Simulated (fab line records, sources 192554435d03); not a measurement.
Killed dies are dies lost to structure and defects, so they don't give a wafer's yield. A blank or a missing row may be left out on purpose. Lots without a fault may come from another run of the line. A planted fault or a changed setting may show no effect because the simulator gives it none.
Split-lot experiment	flow n5-finfet	on a route of 1938 steps: 7 lots, 21 wafers read

THE SPLIT ITSELF
At N5_BEOL_M11_ETCH_62 (etches SOC in N2/H2, target depth 110 nm, overetch 22 nm, time 165 s), the setting bias-w was moved away from the recipe's 150 W on 6 of the 21 wafers read, by -15.0% to +16.0%. The other wafers ran this setting at the recipe's value.

The reading comes from the split's own step.

THE READING
rf-vpp-V, in V, at N5_BEOL_M11_ETCH_62 (etches SOC in N2/H2, target depth 110 nm, overetch 22 nm, time 165 s). Typical for fault-free wafers on this fab line: 524.0 V, with standard deviation 2.2 V.

wafer	tool, chamber at the split	bias-w as run, W	against the recipe	rf-vpp-V, V	against lot-mates on the recipe
L080.1	rie-diel-06, 1	174	+16.0%	577.6	+50.6
L080.3	rie-diel-06, 2	174	+16.0%	578.0	+51.0
L080.5	rie-diel-06, 2	150	recipe	527.0	-
L079.1	rie-diel-06, 0	140.5	-6.3%	504.3	-21.7
L079.2	rie-diel-06, 1	150	recipe	526.0	-
L079.5	rie-diel-06, 2	150	recipe	526.0	-
L084.2	rie-diel-06, 1	150	recipe	524.8	-
L084.3	rie-diel-06, 0	127.5	-15.0%	473.6	-51.2
L084.4	rie-diel-06, 2	150	recipe	524.8	-
L088.1	rie-diel-06, 2	150	recipe	526.2	-
L088.3	rie-diel-06, 1	150	recipe	523.9	-
L088.4	rie-diel-06, 3	150	recipe	523.6	-
L091.3	rie-diel-01, 1	150	recipe	518.4	-
L091.4	rie-diel-01, 3	150	recipe	521.2	-
L091.6	rie-diel-01, 2	150	recipe	528.1	-
L089.2	rie-diel-01, 0	150	recipe	522.3	-
L089.3	rie-diel-01, 2	150	recipe	526.8	-
L089.6	rie-diel-01, 1	150	recipe	520.3	-
L096.1	rie-diel-06, 2	132.3	-11.8%	486.9	-39.1
L096.3	rie-diel-06, 3	132.3	-11.8%	483.8	-42.2
L096.4	rie-diel-06, 0	150	recipe	526.0	-

THE FIT
A straight line over all 21 wafers: rf-vpp-V changes by +3.33 V for each +1% of bias-w; r = +1.00; the points scatter about the line by 2.4 V.
The same after taking each lot's own level away (the mean of its wafers on the recipe; 21 wafers): +3.3 V for each +1%; r = +1.00; scatter 2.2 V.
On that fit, the largest move of bias-w shifts the reading by 53 V.
From 522.57 to 527.00 V: that is the span of the lots' own levels, equal to 2.0 times the standard deviation above.
The two slopes are in agreement: the lot-to-lot level therefore moves the slope only a little.
Check: with one of the wafers moved furthest among these (+16.0%) left out of the fit, the line predicts +53.1 V for it against its lot-mates. Against them it came out at +50.6 V.
Tool readings at the split's step, against how far the setting was moved: rf-vpp-V r = +1.00.

OTHER SPLITS ON THESE WAFERS
These wafers also went through other splits before the reading. Each is held against what the fit with the lots' levels taken away leaves over:
other split on the same wafers	wafers away from the commonest value	r with rf-vpp-V (lot level and that fit taken away)
N5_BEOL_M6_TRENCH_ETCH_37 source-w	11	+0.32
N5_BEOL_M8_PEB_09 peb-time-s	8	+0.28
N5_BEOL_M9_COAT_05 spin-rpm	9	+0.05
N5_BEOL_M9_TRENCH_ETCH_37 source-w	8	+0.20
N5_BEOL_M10_COAT_63 spin-rpm	10	+0.09
N5_BEOL_M10_COAT_64 spin-rpm	5	+0.09
N5_BEOL_M11_COAT_60 spin-rpm	5	-0.11

THE FILE'S OWN FIT
rf-vpp-V changes by +3.33 V for each +1% of bias-w, r = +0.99.
